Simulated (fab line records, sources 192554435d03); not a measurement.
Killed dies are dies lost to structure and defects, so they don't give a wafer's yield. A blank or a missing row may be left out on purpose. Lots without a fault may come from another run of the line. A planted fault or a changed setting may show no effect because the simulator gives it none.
Chamber matching | flow n5_finfet | N5_BEOL_M14_STRIP_37 on rie_diel-03: 4 sister chambers
The step strips in O2. 24 wafers are shown with their chamber, then 12 later ones without.

WAFERS WITH THEIR CHAMBER
wafer  | chamber | showerhead_plenum_p_Torr (Torr) | throttle_valve_pct (%) | oes_product_au (a.u.)
L075.3 | 2       | 1.99                            | 16.70                  | 0.73
L075.4 | 0       | 2.15                            | 17.16                  | 0.67
L075.6 | 2       | 1.99                            | 16.73                  | 0.72
L077.1 | 0       | 2.15                            | 17.17                  | 0.67
L077.3 | 3       | 2.11                            | 16.57                  | 0.80
L077.5 | 2       | 1.99                            | 16.71                  | 0.72
L076.1 | 3       | 2.11                            | 16.57                  | 0.81
L076.3 | 0       | 2.15                            | 17.18                  | 0.67
L076.6 | 2       | 1.99                            | 16.74                  | 0.73
L078.2 | 3       | 2.11                            | 16.60                  | 0.77
L078.4 | 3       | 2.11                            | 16.60                  | 0.78
L078.5 | 1       | 2.23                            | 16.55                  | 0.97
L081.2 | 3       | 2.11                            | 16.60                  | 0.79
L081.4 | 0       | 2.15                            | 17.17                  | 0.67
L081.5 | 1       | 2.23                            | 16.57                  | 0.97
L082.2 | 3       | 2.11                            | 16.59                  | 0.79
L082.4 | 1       | 2.22                            | 16.56                  | 0.98
L082.6 | 2       | 1.99                            | 16.71                  | 0.71
L084.1 | 3       | 2.11                            | 16.60                  | 0.79
L084.3 | 1       | 2.22                            | 16.61                  | 0.95
L084.4 | 0       | 2.15                            | 17.18                  | 0.68
L085.3 | 3       | 2.10                            | 16.62                  | 0.76
L085.5 | 3       | 2.10                            | 16.61                  | 0.77
L085.6 | 1       | 2.22                            | 16.57                  | 0.93

SIGNATURES (means of the wafers above)
reading                  | chamber 0 | chamber 1 | chamber 2 | chamber 3 | scatter within a chamber
showerhead_plenum_p_Torr | 2.1500    | 2.2240    | 1.9900    | 2.1078    | 0.00371
throttle_valve_pct       | 17.1720   | 16.5720   | 16.7180   | 16.5956   | 0.0168
oes_product_au           | 0.6720    | 0.9600    | 0.7220    | 0.7844    | 0.0141
Rule: a wafer's distance from a chamber is the root of the sum, over the readings, of the square of ((its reading less the chamber's mean) divided by the reading's scatter). The wafer belongs to the nearest chamber; if the next one is less than 2 further off, it can't be placed. The scatter: the root of (the sum of the squares of (reading less its chamber's mean) over the shown wafers, divided by (wafers less chambers)).

WAFERS WITHOUT THEIR CHAMBER
wafer  | showerhead_plenum_p_Torr (Torr) | throttle_valve_pct (%) | oes_product_au (a.u.)
L089.2 | 1.98                            | 16.80                  | 0.71
L089.4 | 2.22                            | 16.60                  | 0.91
L089.6 | 2.10                            | 16.61                  | 0.78
L091.2 | 1.98                            | 16.75                  | 0.70
L091.4 | 2.22                            | 16.61                  | 0.91
L091.6 | 2.10                            | 16.64                  | 0.77
L093.3 | 2.22                            | 16.64                  | 0.90
L093.4 | 2.14                            | 16.72                  | 0.99
L093.5 | 2.14                            | 16.75                  | 0.99
L096.1 | 2.21                            | 16.63                  | 0.86
L096.2 | 2.09                            | 16.64                  | 0.74
L096.3 | 2.14                            | 16.72                  | 0.97

WHICH CHAMBER EACH WENT THROUGH
wafer  | from the rows above | in truth
L089.2 | 2                   | 2
L089.4 | 1                   | 1
L089.6 | 3                   | 3
L091.2 | 2                   | 2
L091.4 | 1                   | 1
L091.6 | 3                   | 3
L093.3 | 1                   | 1
L093.4 | 3                   | 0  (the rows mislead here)
L093.5 | 3                   | 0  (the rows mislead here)
L096.1 | 1                   | 1
L096.2 | 3                   | 3
L096.3 | 3                   | 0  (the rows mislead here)
Placed correctly: 9 of 12. Can't be placed from these rows: 0. Placed wrongly: 3.
